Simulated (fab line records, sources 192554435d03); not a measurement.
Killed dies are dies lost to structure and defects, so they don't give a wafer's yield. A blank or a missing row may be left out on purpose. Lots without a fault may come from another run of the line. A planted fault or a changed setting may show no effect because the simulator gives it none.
fab line records | flow n5_finfet
record lots=7 wafers=21
route steps=1938 shown SD_EPI_N@288 SD_ACTIVATION@330 SDB@348 HKMG_FIN@392 GATE_CUT@490 MOL_CONTACT_COAG@586
start_h: hours from the record's first day to the start of the lot's first wafer shown | wait_h: hours since the lot's step before | " the same as in the row above | L1.1+2: a row that stands for several wafers | - no value, or no start given | * or withheld: withheld | < > ~ a bound
route shown NAME@n: a module of which the file shows steps, and the number in the route of the first | usual: mean/standard deviation of fault-free wafers | same: alike in all rows | chamber/n: place in a boat | sites: the reading at each site | _std_site: their standard deviation | _edge_site: outer sites' mean less inner sites' | radius_mm: how far each site lies from the wafer's centre | mask NAME#n: copy n | behind: the tool/chamber that last shaped the wafer | hold: why the lot was held/for how many hours/how that ended | device: the transistor (n, p or np) that didn't switch | end of line: the same wafers' tests at the end of the route | a step without rows: its recipe alone | killed: dies lost to structure and defects at the first sort, not the wafer's yield | map: a wafer's dies, x killed, . not, _ none there
set.NAME: the setting as run; set.NAME@STEP: as run at that earlier step | model.NAME: the simulator's own value behind a step, which no gauge read
lots whose settings were changed on purpose; a table a step, a row a wafer
## steps
# step N5_SD_EPI_N_EPI_21
# recipe material=Si:P dopant=P temp_c=680 pressure_torr=255 time_s=690
# columns lot.wafer tool chamber start_h wait_h set.epi_growth_time_s model.Si-P_of_SD_EPI_N_EPI_21.thk_nm
L074.1 epi_rpcvd-02 0 53.75 0.2 690 58.8
L074.2 " 0 " " 690 59.8
L074.3 " 0 " " 690 59.6
L077.3 epi_rpcvd-04 0 78.21 0.9 690 59.4
L077.4 " 0 " " 759.7 63.4
L077.5 " 0 " " 690 60.2
L078.2 epi_rpcvd-02 0 81.71 0.5 690 58.2
L078.4 " 0 " " 690 59
L078.5 " 0 " " 690 59.2
L081.3 epi_rpcvd-04 0 94.39 0.9 690 60.2
L081.4 " 0 " " 690 59.6
L081.5 " 0 " " 690 59.4
L084.1 epi_rpcvd-04 0 110.30 0.1 690 57.6
L084.4 " 0 " " 690 57
L084.5 " 0 " " 690 57.4
L087.1 epi_rpcvd-01 0 128.73 0.1 690 59.4
L087.3 " 0 " " 670.2 58.4
L087.4 " 0 " " 670.2 59
L094.3 epi_rpcvd-01 0 178.84 0.7 690 59.6
L094.4 " 0 " " 690 60
L094.6 " 0 " " 666.3 58.8
# step N5_SD_EPI_N_PRECLEAN_24
# recipe chemistry=O3/DIW time_s=60 temp_c=22 o3_ppm=10
# step N5_SD_ACTIVATION_RTA_00
# recipe temp_c=975 time_s=0 ambient=N2 idle_temp_c=600 ramp_up_c_per_s=150 ramp_down_c_per_s=60 cool_to_c=600
# step N5_SD_ACTIVATION_LSA_01
# recipe temp_c=1080 time_s=0.0008 ambient=N2
# step N5_SD_ACTIVATION_RS_MEAS_03
# recipe thk_meas_gauge=four-point-probe
# usual RS_SD_N=21.9/0.34 RS_SD_P=55.9/0.85
# columns lot.wafer tool chamber start_h wait_h set.epi_growth_time_s@SD_EPI_N_EPI_21 RS_SD_N[ohm/sq] RS_SD_P[ohm/sq]
L074.1 film_metro-02 - 63.18 0.2 690 22.2 56.5
L074.2 " - " " 690 21.7 55.5
L074.3 " - " " 690 21.8 55.7
L077.3 film_metro-02 - 86.12 0.2 690 21.7 57.6
L077.4 " - " " 759.7 20.2 58.8
L077.5 " - " " 690 21.7 57.5
L078.2 film_metro-01 - 89.73 0.2 690 22.1 55.8
L078.4 " - " " 690 22.0 55.2
L078.5 " - " " 690 21.9 55.6
L081.3 film_metro-02 - 101.53 0.2 690 21.4 56.2
L081.4 " - " " 690 22.0 55.8
L081.5 " - " " 690 22.1 55.9
L084.1 film_metro-02 - 118.72 0.2 690 22.7 57.1
L084.4 " - " " 690 22.8 56.7
L084.5 " - " " 690 22.6 56.8
L087.1 film_metro-01 - 135.64 0.2 690 21.7 54.7
L087.3 " - " " 670.2 22.0 55.1
L087.4 " - " " 670.2 21.9 55.2
L094.3 film_metro-01 - 185.84 0.2 690 21.6 56.3
L094.4 " - " " 690 21.5 56.3
L094.6 " - " " 666.3 21.7 56.8
# step N5_SDB_COAT_03
# recipe resist=SOC temp_c=250 time_s=60 spin_rpm=1500 resist_thk_nm=100
# columns lot.wafer tool chamber start_h wait_h set.spin_rpm model.SOC_of_SDB_COAT_03.thk_nm
L074.1+3 litho_track-03 0 70.13 0.1 1500 100
L074.2 " 0 " " 1565 97.8
L077.3 litho_track-04 0 92.85 0.1 1500 99.8
L077.4 " 0 " " 1500 100.2
L077.5 " 0 " " 1574 97.6
L078.2 litho_track-05 0 96.79 0.1 1413 102.6
L078.4 " 0 " " 1413 103
L078.5 " 0 " " 1500 100
L081.3 litho_track-04 0 108.20 0.1 1400 103.6
L081.4 " 0 " " 1400 103.4
L081.5 " 0 " " 1500 100
L084.1 litho_track-04 0 125.99 0.1 1500 100.2
L084.4+5 " 0 " " 1500 100
L087.1 litho_track-03 0 143.51 0.1 1639 96
L087.3+4 " 0 " " 1639 95.8
L094.3 litho_track-03 0 193.43 0.1 1500 100.2
L094.4 " 0 " " 1662 95.2
L094.6 " 0 " " 1500 100
# step N5_SDB_COAT_05
# recipe resist=CAR-ArF spin_rpm=1500 resist_thk_nm=90
# columns lot.wafer tool chamber start_h wait_h set.spin_rpm model.CAR-ArF_of_SDB_COAT_05.thk_nm
L074.1 litho_track-03 0 - - 1575 87.8
L074.2+3 " 0 " " 1500 90.2
L077.3 litho_track-04 0 - - 1500 90.6
L077.4+5 " 0 " " 1500 90.4
L078.2 litho_track-05 0 - - 1369 94
L078.4 " 0 " " 1500 90
L078.5 " 0 " " 1369 93.8
L081.3 litho_track-04 0 - - 1335 96
L081.4 " 0 " " 1500 90.2
L081.5 " 0 " " 1335 95.8
L084.1+5 litho_track-04 0 - - 1500 90
L084.4 " 0 " " 1500 90.2
L087.1 litho_track-03 0 - - 1500 90.2
L087.3 " 0 " " 1372 94
L087.4 " 0 " " 1500 89.8
L094.3+4+6 litho_track-03 0 - - 1500 90
# step N5_SDB_EBR_07
# recipe solvent=PGMEA ebr_width_mm=1.5
# step N5_SDB_SOFTBAKE_06
# recipe temp_c=110 time_s=60 resist=CAR-ArF
# step N5_SDB_EXPOSE_08
# recipe mask_id=SDB na=1.35 source_shape=conventional sigma_outer=0.5 polarization=unpolarized dose_mj=49.6
# step N5_SDB_PEB_09
# recipe peb_temp_c=withheld peb_time_s=60 resist=CAR-ArF
# step N5_SDB_DEVELOP_10
# recipe develop_time_s=30 developer=TMAH resist=CAR-ArF rinse_liquid=diw dry=air_spin dev_temp_c=23
# columns lot.wafer tool chamber start_h wait_h set.spin_rpm@SDB_COAT_05 model.CAR-ArF_of_SDB_COAT_05.thk_nm
L074.1 litho_track-05 0 - - 1575 86.2
L074.2 " 0 " " 1500 88.6
L074.3 " 0 " " 1500 88.4
L077.3 litho_track-03 0 - - 1500 88.8
L077.4+5 " 0 " " 1500 88.6
L078.2+5 litho_track-04 0 - - 1369 92.2
L078.4 " 0 " " 1500 88.2
L081.3 litho_track-05 0 - - 1335 94.4
L081.4 " 0 " " 1500 88.6
L081.5 " 0 " " 1335 94
L084.1+4+5 litho_track-04 0 - - 1500 88.4
L087.1 litho_track-04 0 - - 1500 88.4
L087.3 " 0 " " 1372 92.4
L087.4 " 0 " " 1500 88
L094.3+4+6 litho_track-04 0 - - 1500 88.2
# step N5_SDB_DESCUM_16
# recipe chemistry=O2 time_s=7.9 source_power_w=50 bias_power_w=20 pressure_mtorr=20 rf_frequency_hz=2.712e+07 temp_c=40 resist=CAR-ArF o2_flow_sccm=225
# step N5_SDB_ETCH_17
# recipe chemistry=CF4 target=SiARC target_depth_a=234 mask_material=CAR-ArF time_s=39 ion_energy_ev=80 pressure_mtorr=40 source_w=545 bias_w=36 Ar_flow_sccm=100 cf4_flow_sccm=100 ends=cleared
# step N5_SDB_ETCH_18
# recipe chemistry=N2/H2 target=SOC target_depth_a=1000 overetch_a=200 mask_material=SiARC temp_c=40 time_s=150 ion_energy_ev=200 pressure_mtorr=30 source_w=840 bias_w=150 n2_flow_sccm=200 h2_flow_sccm=200
# columns lot.wafer tool chamber start_h wait_h set.spin_rpm@SDB_COAT_03 model.etch.depth_nm
L074.1 rie_diel-05 2 70.78 0.0 1500 99.98
L074.2 " 3 " " 1565 97.82
L074.3 " 0 " " 1500 99.93
L077.3 rie_diel-06 0 93.37 0.0 1500 99.81
L077.4 " 2 " " 1500 100.1
L077.5 " 3 " " 1574 97.6
L078.2 rie_diel-06 3 97.43 0.0 1413 102.6
L078.4 " 0 " " 1413 102.9
L078.5 " 3 " " 1500 100.1
L081.3 rie_diel-05 0 108.60 0.0 1400 103.6
L081.4 " 2 " " 1400 103.4
L081.5 " 3 " " 1500 99.91
L084.1+5 rie_diel-06 1,2 126.62 0.0 1500 100.1
L084.4 " 3 " " 1500 99.93
L087.1 rie_diel-01 3 144.78 0.0 1639 95.9
L087.3+4 " 2,1 " " 1639 95.81
L094.3 rie_diel-01 1 194.06 0.0 1500 100.3
L094.4 " 0 " " 1662 95.22
L094.6 " 0 " " 1500 99.91
# step N5_SDB_STRIP_19
# recipe chemistry=N2/H2 temp_c=40 n2_flow_sccm=200 h2_flow_sccm=200 rf_frequency_hz=6e+07
# step N5_SDB_STRIP_21
# recipe chemistry=CF4 resist=SiARC power_w=300 bias_power_w=75 pressure_mtorr=50 cf4_flow_sccm=150 rf_frequency_hz=6e+07
# step N5_SDB_HM_OPEN_20
# recipe chemistry=CH3F/O2 target=SiNx mask_material=SOC target_depth_a=240 stop_on=poly-Si over_etch_frac=0.4 ion_energy_ev=120 pressure_mtorr=30 source_w=395 bias_w=73 Ar_flow_sccm=150 CH3F_flow_sccm=30 O2_flow_sccm=20
# columns lot.wafer tool chamber start_h wait_h set.spin_rpm@SDB_COAT_03 model.SOC_of_SDB_COAT_03.thk_nm
L074.1 rie_diel-05 2 70.94 0.0 1500 84.4
L074.2 " 3 " " 1565 82.2
L074.3 " 0 " " 1500 84.2
L077.3 rie_diel-06 0 93.53 0.0 1500 84.4
L077.4 " 2 " " 1500 84.2
L077.5 " 3 " " 1574 81.8
L078.2 rie_diel-06 3 97.59 0.0 1413 86.6
L078.4 " 0 " " 1413 87.4
L078.5 " 3 " " 1500 84.2
L081.3+4 rie_diel-05 0,2 108.76 0.0 1400 87.8
L081.5 " 3 " " 1500 84.2
L084.1+4+5 rie_diel-06 1,3,2 126.78 0.0 1500 84.2
L087.1 rie_diel-01 3 144.94 0.0 1639 80
L087.3 " 2 " " 1639 79.8
L087.4 " 1 " " 1639 80.4
L094.3 rie_diel-01 1 194.21 0.0 1500 85
L094.4 " 0 " " 1662 79.4
L094.6 " 0 " " 1500 84
# step N5_SDB_STRIP_22
# recipe chemistry=N2/H2 power_w=1000 temp_c=250 h2_frac=0.65 overash_fraction=0.3 pressure_mtorr=withheld n2_flow_sccm=1750 h2_flow_sccm=3250
# usual strip_time_to_endpoint_s=96.4/0.39
# columns lot.wafer tool chamber start_h wait_h set.spin_rpm@SDB_COAT_03 strip_time_to_endpoint_s
L074.1 plasma_asher-02 0 71.02 0.1 1500 96.5
L074.2 " 1 " " 1565 94.5
L074.3 " 1 " " 1500 96.3
L077.3 plasma_asher-01 1 93.65 0.1 1500 96.6
L077.4 " 0 " " 1500 96.3
L077.5 " 1 " " 1574 94.1
L078.2 plasma_asher-02 1 97.67 0.1 1413 98.7
L078.4 " 0 " " 1413 99.3
L078.5 " 1 " " 1500 96.4
L081.3 plasma_asher-02 0 108.88 0.1 1400 99.8
L081.4 " 1 " " 1400 99.8
L081.5 " 1 " " 1500 96.3
L084.1 plasma_asher-02 1 126.86 0.1 1500 96.4
L084.4 " 0 " " 1500 96.4
L084.5 " 1 " " 1500 96.4
L087.1 plasma_asher-02 1 145.02 0.1 1639 92.5
L087.3 " 0 " " 1639 92.3
L087.4 " 1 " " 1639 92.8
L094.3 plasma_asher-01 0 194.33 0.1 1500 97.2
L094.4 " 1 " " 1662 91.8
L094.6 " 1 " " 1500 96.3
# step N5_HKMG_FIN_COAT_43
# recipe resist=CAR-ArF spin_rpm=1500 resist_thk_nm=90
# columns lot.wafer tool chamber start_h wait_h set.spin_rpm model.CAR-ArF_of_HKMG_FIN_COAT_43.thk_nm
L074.1 litho_track-05 0 - - 1500 89.6
L074.2 " 0 " " 1500 89.8
L074.3 " 0 " " 1500 89.4
L077.3+5 litho_track-01 0 - - 1500 90
L077.4 " 0 " " 1627 86.2
L078.2+4 litho_track-02 0 - - 1384 93.2
L078.5 " 0 " " 1500 89.6
L081.3+4 litho_track-05 0 - - 1500 89.4
L081.5 " 0 " " 1500 89.8
L084.1+5 litho_track-02 0 - - 1500 90
L084.4 " 0 " " 1500 89.8
L087.1 litho_track-02 0 - - 1375 94
L087.3 " 0 " " 1500 89.6
L087.4 " 0 " " 1375 93.6
L094.3+4+6 litho_track-02 0 - - 1500 89.8
# step N5_HKMG_FIN_EBR_45
# recipe solvent=PGMEA ebr_width_mm=1.5
# step N5_HKMG_FIN_SOFTBAKE_44
# recipe temp_c=110 time_s=60 resist=CAR-ArF
# step N5_HKMG_FIN_EXPOSE_46
# recipe mask_id=NDIPOLE na=1.35 source_shape=conventional sigma_outer=0.8 polarization=unpolarized dose_mj=40
# step N5_HKMG_FIN_PEB_47
# recipe peb_temp_c=withheld peb_time_s=60 resist=CAR-ArF
# step N5_HKMG_FIN_DEVELOP_48
# recipe develop_time_s=30 developer=TMAH resist=CAR-ArF rinse_liquid=diw dry=air_spin dev_temp_c=23
# columns lot.wafer tool chamber start_h wait_h set.spin_rpm@HKMG_FIN_COAT_43 model.CAR-ArF_of_HKMG_FIN_COAT_43.thk_nm
L074.1+2 litho_track-01 0 - - 1500 88
L074.3 " 0 " " 1500 87.6
L077.3+5 litho_track-01 0 - - 1500 88.2
L077.4 " 0 " " 1627 84.6
L078.2 litho_track-05 0 - - 1384 91.6
L078.4 " 0 " " 1384 91.4
L078.5 " 0 " " 1500 88
L081.3+4 litho_track-05 0 - - 1500 87.8
L081.5 " 0 " " 1500 88
L084.1+4+5 litho_track-02 0 - - 1500 88.2
L087.1 litho_track-02 0 - - 1375 92.4
L087.3 " 0 " " 1500 88
L087.4 " 0 " " 1375 92
L094.3 litho_track-01 0 - - 1500 88.2
L094.4+6 " 0 " " 1500 88
# step N5_HKMG_FIN_DESCUM_53
# recipe chemistry=O2 time_s=7.9 source_power_w=50 bias_power_w=20 pressure_mtorr=20 rf_frequency_hz=2.712e+07 temp_c=40 resist=CAR-ArF o2_flow_sccm=225
# columns lot.wafer tool chamber start_h wait_h set.spin_rpm@HKMG_FIN_COAT_43 model.CAR-ArF_of_HKMG_FIN_COAT_43.thk_nm
L074.1 rie_diel-01 2 76.45 0.0 1500 83
L074.2 " 0 " " 1500 83.2
L074.3 " 3 " " 1500 82.8
L077.3+5 rie_diel-05 0 99.33 0.0 1500 83.4
L077.4 " 1 " " 1627 79.6
L078.2+4 rie_diel-01 2,3 103.50 0.3 1384 86.6
L078.5 " 1 " " 1500 83
L081.3 rie_diel-01 0 116.11 0.3 1500 83
L081.4 " 1 " " 1500 82.8
L081.5 " 0 " " 1500 83.2
L084.1 rie_diel-06 0 132.22 0.0 1500 83.4
L084.4 " 1 " " 1500 83.2
L084.5 " 3 " " 1500 83.6
L087.1 rie_diel-06 1 150.31 0.0 1375 87.4
L087.3 " 2 " " 1500 83
L087.4 " 0 " " 1375 87.2
L094.3+4+6 rie_diel-01 2,3,0 199.47 0.0 1500 83.2
# step N5_HKMG_FIN_ETCH_55
# recipe chemistry=N2/H2 target=SOC target_depth_a=2400 temp_c=40 time_s=300 ion_energy_ev=200 mask_material=SiARC pressure_mtorr=30 source_w=840 bias_w=150 n2_flow_sccm=200 h2_flow_sccm=200
# usual rf_vpp_V=523.8/2.8
# columns lot.wafer tool chamber start_h wait_h set.bias_w rf_vpp_V
L074.1 rie_diel-01 2 76.54 0.0 131.2 484.9
L074.2 " 0 " " 131.2 483.9
L074.3 " 3 " " 131.2 481.4
L077.3 rie_diel-05 0 99.42 0.0 150 518.2
L077.4 " 1 " " 164.9 552.2
L077.5 " 0 " " 164.9 549.7
L078.2 rie_diel-01 2 103.59 0.0 156.8 540.6
L078.4 " 3 " " 150 524.2
L078.5 " 1 " " 150 521.9
L081.3 rie_diel-01 0 116.20 0.0 150 524.2
L081.4 " 1 " " 160.3 547.9
L081.5 " 0 " " 150 525.0
L084.1 rie_diel-06 0 132.31 0.0 150 527.4
L084.4 " 1 " " 150 524.0
L084.5 " 3 " " 150 527.1
L087.1 rie_diel-06 1 150.40 0.0 133.4 484.7
L087.3 " 2 " " 133.4 482.9
L087.4 " 0 " " 150 527.6
L094.3 rie_diel-01 2 199.56 0.0 150 524.9
L094.4 " 3 " " 139.3 498.9
L094.6 " 0 " " 150 525.3
# step N5_GATE_CUT_DESCUM_18
# recipe chemistry=O2 time_s=7 source_power_w=50 bias_power_w=20 pressure_mtorr=20 rf_frequency_hz=2.712e+07 temp_c=40 resist=CAR-EUV o2_flow_sccm=225
# columns lot.wafer tool chamber start_h wait_h set.time_s model.CAR-EUV_of_GATE_CUT_COAT_07.thk_nm
L074.1+3 rie_diel-02 1,3 88.47 0.1 7 26
L074.2 " 0 " " 5.814 26.6
L077.3 rie_diel-03 2 111.35 0.0 7 26.2
L077.4 " 1 " " 7 26
L077.5 " 1 " " 6.219 26.4
L078.2 rie_diel-03 2 116.36 0.0 7.408 25.8
L078.4 " 0 " " 7.408 26
L078.5 " 0 " " 7 26
L081.3+5 rie_diel-04 3,2 128.10 0.2 7 26
L081.4 " 2 " " 8.237 25.6
L084.1+5 rie_diel-04 1,2 145.22 0.1 7 26
L084.4 " 3 " " 7 25.8
L087.1+3 rie_diel-02 0,2 162.46 0.1 7 26
L087.4 " 1 " " 6.33 26.4
L094.3+4 rie_diel-04 1,3 212.60 0.6 5.799 26.6
L094.6 " 1 " " 7 26
# step N5_GATE_CUT_ETCH_28
# recipe chemistry=N2/H2 target=underlayer target_depth_a=130 mask_material=CAR-EUV time_s=10.4 ion_energy_ev=200 pressure_mtorr=30 source_w=840 bias_w=150 n2_flow_sccm=200 h2_flow_sccm=200 ends=cleared
# columns lot.wafer tool chamber start_h wait_h set.time_s@GATE_CUT_DESCUM_18 model.CAR-EUV_of_GATE_CUT_COAT_07.thk_nm
L074.1+3 rie_diel-02 1,3 88.51 0.0 7 14.6
L074.2 " 0 " " 5.814 15.2
L077.3 rie_diel-03 2 111.39 0.0 7 14.6
L077.4 " 1 " " 7 14.4
L077.5 " 1 " " 6.219 14.8
L078.2 rie_diel-03 2 116.40 0.0 7.408 14.2
L078.4 " 0 " " 7.408 14.4
L078.5 " 0 " " 7 14.6
L081.3+5 rie_diel-04 3,2 128.13 0.0 7 14.6
L081.4 " 2 " " 8.237 14
L084.1+5 rie_diel-04 1,2 145.26 0.0 7 14.6
L084.4 " 3 " " 7 14.4
L087.1+3 rie_diel-02 0,2 162.49 0.0 7 14.6
L087.4 " 1 " " 6.33 14.8
L094.3+4 rie_diel-04 1,3 212.63 0.0 5.799 15.2
L094.6 " 1 " " 7 14.8
# step N5_GATE_CUT_ETCH_36
# recipe chemistry=CF4 target=SiARC target_depth_a=130 mask_material=CAR-EUV time_s=21.7 ion_energy_ev=80 pressure_mtorr=40 source_w=545 bias_w=36 Ar_flow_sccm=100 cf4_flow_sccm=100 ends=cleared
# columns lot.wafer tool chamber start_h wait_h set.cf4_flow_sccm set.time_s@GATE_CUT_DESCUM_18 model.CAR-EUV_of_GATE_CUT_COAT_07.thk_nm
L074.1+3 rie_diel-02 1,3 88.53 0.0 100 7 7
L074.2 " 0 " " 100 5.814 7.6
L077.3 rie_diel-03 2 111.41 0.0 100 7 7
L077.4 " 1 " " 100 7 6.8
L077.5 " 1 " " 122.4 6.219 7.2
L078.2 rie_diel-03 2 116.42 0.0 83.06 7.408 6.6
L078.4 " 0 " " 100 7.408 6.8
L078.5 " 0 " " 83.06 7 6.8
L081.3 rie_diel-04 3 128.15 0.0 100 7 7
L081.4 " 2 " " 100 8.237 6.4
L081.5 " 2 " " 100 7 6.8
L084.1+4+5 rie_diel-04 1,3,2 145.28 0.0 100 7 6.8
L087.1+3 rie_diel-02 0,2 162.51 0.0 100 7 7
L087.4 " 1 " " 100 6.33 7.2
L094.3 rie_diel-04 1 212.65 0.0 121.9 5.799 7.6
L094.4 " 3 " " 121.9 5.799 7.4
L094.6 " 1 " " 121.9 7 7
# step N5_MOL_CONTACT_COAG_VIA_ETCH_46
# recipe chemistry=C4F6/O2 target_depth_a=460 overetch_a=92 mask_material=SOC target=SiO2 bias_w=455 pressure_mtorr=10 time_s=40 source_w=325 Ar_flow_sccm=300 C4F6_flow_sccm=10 O2_flow_sccm=10 ion_energy_ev=575.3 ends=end_point
# usual rf_vpp_V=1581/21
# columns lot.wafer tool chamber start_h wait_h set.bias_w rf_vpp_V
L074.1 rie_diel-06 3 103.66 0.0 455 1620
L074.2 " 2 " " 409.8 1472
L074.3 " 1 " " 455 1592
L077.3 rie_diel-01 3 129.15 0.0 513.8 1750
L077.4 " 1 " " 455 1548
L077.5 " 3 " " 513.8 1747
L078.2 rie_diel-01 0 132.71 0.0 455 1575
L078.4 " 1 " " 530.3 1734
L078.5 " 0 " " 530.3 1766
L081.3 rie_diel-06 3 142.92 0.0 379.2 1410
L081.4 " 0 " " 379.2 1371
L081.5 " 3 " " 455 1619
L084.1 rie_diel-06 3 159.51 0.0 455 1618
L084.4 " 1 " " 455 1591
L084.5 " 1 " " 455 1591
L087.1 rie_diel-05 0 177.22 0.0 455 1566
L087.3 " 2 " " 455 1610
L087.4 " 3 " " 455 1554
L094.3 rie_diel-05 1 229.23 0.0 455 1577
L094.4 " 0 " " 455 1564
L094.6 " 3 " " 455 1552
## key
split step=N5_SD_EPI_N_EPI_21 setting=epi_growth_time_s stated=690 by=wafer
response step=N5_SD_EPI_N_EPI_21 reading=model.Si-P_of_SD_EPI_N_EPI_21.thk_nm change=+0.342 per=1% r=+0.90
response step=N5_SD_ACTIVATION_RS_MEAS_03 reading=RS_SD_N change=-0.138 per=1% r=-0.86
split step=N5_SDB_COAT_03 setting=spin_rpm stated=1500 by=wafer
response step=N5_SDB_COAT_03 reading=model.SOC_of_SDB_COAT_03.thk_nm change=-0.479 per=1% r=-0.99
response step=N5_SDB_ETCH_18 reading=model.etch.depth_nm change=-0.475 per=1% r=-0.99
response step=N5_SDB_HM_OPEN_20 reading=model.SOC_of_SDB_COAT_03.thk_nm change=-0.491 per=1% r=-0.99
response step=N5_SDB_STRIP_22 reading=strip_time_to_endpoint_s change=* per=1% r=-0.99
split step=N5_SDB_COAT_05 setting=spin_rpm stated=1500 by=wafer
response step=N5_SDB_COAT_05 reading=model.CAR-ArF_of_SDB_COAT_05.thk_nm change=-0.484 per=1% r=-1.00
response step=N5_SDB_DEVELOP_10 reading=model.CAR-ArF_of_SDB_COAT_05.thk_nm change=-0.488 per=1% r=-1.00
split step=N5_HKMG_FIN_COAT_43 setting=spin_rpm stated=1500 by=wafer
response step=N5_HKMG_FIN_COAT_43 reading=model.CAR-ArF_of_HKMG_FIN_COAT_43.thk_nm change=-0.473 per=1% r=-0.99
response step=N5_HKMG_FIN_DEVELOP_48 reading=model.CAR-ArF_of_HKMG_FIN_COAT_43.thk_nm change=-0.461 per=1% r=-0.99
response step=N5_HKMG_FIN_DESCUM_53 reading=model.CAR-ArF_of_HKMG_FIN_COAT_43.thk_nm change=-0.477 per=1% r=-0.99
split step=N5_HKMG_FIN_ETCH_55 setting=bias_w stated=150 by=wafer
response step=N5_HKMG_FIN_ETCH_55 reading=rf_vpp_V change=+3.64 per=1% r=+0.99
split step=N5_GATE_CUT_DESCUM_18 setting=time_s stated=7 by=wafer
response step=N5_GATE_CUT_DESCUM_18 reading=model.CAR-EUV_of_GATE_CUT_COAT_07.thk_nm change=-0.0309 per=1% r=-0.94
response step=N5_GATE_CUT_ETCH_28 reading=model.CAR-EUV_of_GATE_CUT_COAT_07.thk_nm change=-0.0303 per=1% r=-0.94
response step=N5_GATE_CUT_ETCH_36 reading=model.CAR-EUV_of_GATE_CUT_COAT_07.thk_nm change=-0.0292 per=1% r=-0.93
split step=N5_GATE_CUT_ETCH_36 setting=cf4_flow_sccm stated=100 by=wafer
response none clear
split step=N5_MOL_CONTACT_COAG_VIA_ETCH_46 setting=bias_w stated=455 by=wafer
response step=N5_MOL_CONTACT_COAG_VIA_ETCH_46 reading=rf_vpp_V change=+13 per=1% r=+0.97
